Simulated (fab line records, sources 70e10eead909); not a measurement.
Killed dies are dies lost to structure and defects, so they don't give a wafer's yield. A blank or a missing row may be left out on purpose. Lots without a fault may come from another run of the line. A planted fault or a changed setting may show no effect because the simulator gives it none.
Chamber matching | flow nand_harc | NHARC_A_CHANNEL_FILL_D1_ALD_25 on ald_hk-03: 4 sister chambers
The step deposits SiOx, target thk 60 nm, pulse time 10 s, ald cycles 600. 16 wafers are shown with their chamber, then 7 later ones without.

WAFERS WITH THEIR CHAMBER
wafer  | chamber | heater_power_w (W) | susceptor_temp_C (C) | precursor_pulse_height_rel
L226.4 | 3       | 501                | 300.11               | 1.035
L226.5 | 3       | 492                | 300.16               | 1.019
L226.6 | 2       | 381                | 300.30               | 0.991
L227.3 | 3       | 510                | 300.29               | 0.961
L227.4 | 1       | 518                | 300.15               | 1.013
L227.6 | 3       | 507                | 300.16               | 1.007
L229.4 | 1       | 515                | 299.99               | 0.987
L229.6 | 3       | 511                | 300.07               | 1.017
L237.4 | 2       | 376                | 299.48               | 0.996
L237.2 | 0       | 498                | 299.93               | 1.002
L237.5 | 3       | 509                | 299.95               | 1.009
L238.1 | 2       | 381                | 299.94               | 1.030
L238.2 | 3       | 497                | 299.50               | 1.005
L238.3 | 1       | 510                | 299.67               | 1.017
L242.1 | 3       | 462                | 300.01               | 0.978
L242.4 | 2       | 361                | 300.13               | 0.986

SIGNATURES (means of the wafers above)
reading                    | chamber 0 | chamber 1 | chamber 2 | chamber 3 | scatter within a chamber
heater_power_w             | 498.00    | 514.33    | 374.75    | 498.62    | 13.4
susceptor_temp_C           | 299.9300  | 299.9367  | 299.9625  | 300.0312  | 0.273
precursor_pulse_height_rel | 1.00200   | 1.00567   | 1.00075   | 1.00387   | 0.0217
Rule: a wafer's distance from a chamber is the root of the sum, over the readings, of the square of ((its reading less the chamber's mean) divided by the reading's scatter). The wafer belongs to the nearest chamber; if the next one is less than 2 further off, it can't be placed. The scatter: the root of (the sum of the squares of (reading less its chamber's mean) over the shown wafers, divided by (wafers less chambers)).

WAFERS WITHOUT THEIR CHAMBER
wafer  | heater_power_w (W) | susceptor_temp_C (C) | precursor_pulse_height_rel
L242.5 | 523                | 300.00               | 1.020
L244.4 | 356                | 300.45               | 0.981
L244.5 | 373                | 300.04               | 1.002
L244.6 | 527                | 300.17               | 1.001
L245.3 | 376                | 300.10               | 1.020
L245.4 | 527                | 300.06               | 0.996
L245.1 | 516                | 300.11               | 1.010

WHICH CHAMBER EACH WENT THROUGH
wafer  | from the rows above          | in truth
L242.5 | can't be placed: 1 or 3 or 0 | 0
L244.4 | 2                            | 2
L244.5 | 2                            | 2
L244.6 | can't be placed: 1 or 3 or 0 | 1
L245.3 | 2                            | 2
L245.4 | can't be placed: 1 or 3 or 0 | 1
L245.1 | can't be placed: 1 or 3 or 0 | 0
Placed correctly: 3 of 7. Can't be placed from these rows: 4 (the true chamber is among the candidates in 4). Placed wrongly: 0.
